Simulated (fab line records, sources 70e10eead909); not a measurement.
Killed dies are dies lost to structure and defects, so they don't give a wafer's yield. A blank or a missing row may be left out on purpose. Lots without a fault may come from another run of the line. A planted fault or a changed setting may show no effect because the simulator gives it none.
Which tool did it? | flow nand_harc | 7 lots, 21 wafers sampled, at 3 steps of a route of 1159

WHAT THE GAUGES READ, wafer by wafer
NHARC_P_STI_OCD_MEAS_43.
lot  | measured    | on     | trench_depth_nm (nm)
L947 | day 5 13:55 | ocd-02 | 294 283 305
L950 | day 6 07:49 | ocd-01 | 297 291 289
L953 | day 6 21:00 | ocd-01 | 296 304 290
L955 | day 7 15:05 | ocd-01 | 301 302 299
L957 | day 8 03:01 | ocd-02 | 291 296 292

WHICH TOOL RAN EACH LOT (tool, then ch and the chambers of the sampled wafers, then the start)
lot  | NHARC_P_ZERO_WELL_DEVELOP_10     | NHARC_P_ZERO_WELL_DESCUM_13
L937 | litho_track-03, day 2 01:00      | rie_diel-13 ch 0,2,3, day 2 01:18
L939 | litho_track-07, day 2 13:00      | rie_diel-01 ch 0,2, day 2 13:23
L947 | litho_track-07 ch 0, day 4 13:00 | rie_diel-05 ch 0,2,3, day 4 13:16
L950 | litho_track-07 ch 0, day 5 07:00 | rie_diel-01 ch 0,2,3, day 5 07:25
L953 | litho_track-07 ch 0, day 6 01:00 | rie_diel-05 ch 0,1,2, day 6 01:25
L955 | litho_track-07 ch 0, day 6 13:00 | rie_diel-01 ch 0,1,3, day 6 13:28
L957 | litho_track-02 ch 0, day 7 01:00 | rie_diel-13 ch 2,3, day 7 01:23
- NHARC_P_ZERO_WELL_DEVELOP_10: time 50 s.
- NHARC_P_ZERO_WELL_DESCUM_13: chemistry O2, time 3 s.

THE ANSWER, worked out from the rows above alone
Rule: what is usual is taken from the lots themselves. Put in order of their means at a reading, lots are off if they are a third of the lots or fewer, leave a main group of 4 or more, and stand apart from it by a gap of 3 or more times the standard deviation of the main group's means; of several such gaps the widest counts. A main group whose means are all the same, to the digits that the tables above print for the reading, isn't used. A lot without any number at a reading at which 4 lots or more have one is off too. The other lots that the step has rows for count as sound.
No lot is off at any reading shown: from this, nothing can be told.

WHAT THE SIMULATOR HAD PUT IN
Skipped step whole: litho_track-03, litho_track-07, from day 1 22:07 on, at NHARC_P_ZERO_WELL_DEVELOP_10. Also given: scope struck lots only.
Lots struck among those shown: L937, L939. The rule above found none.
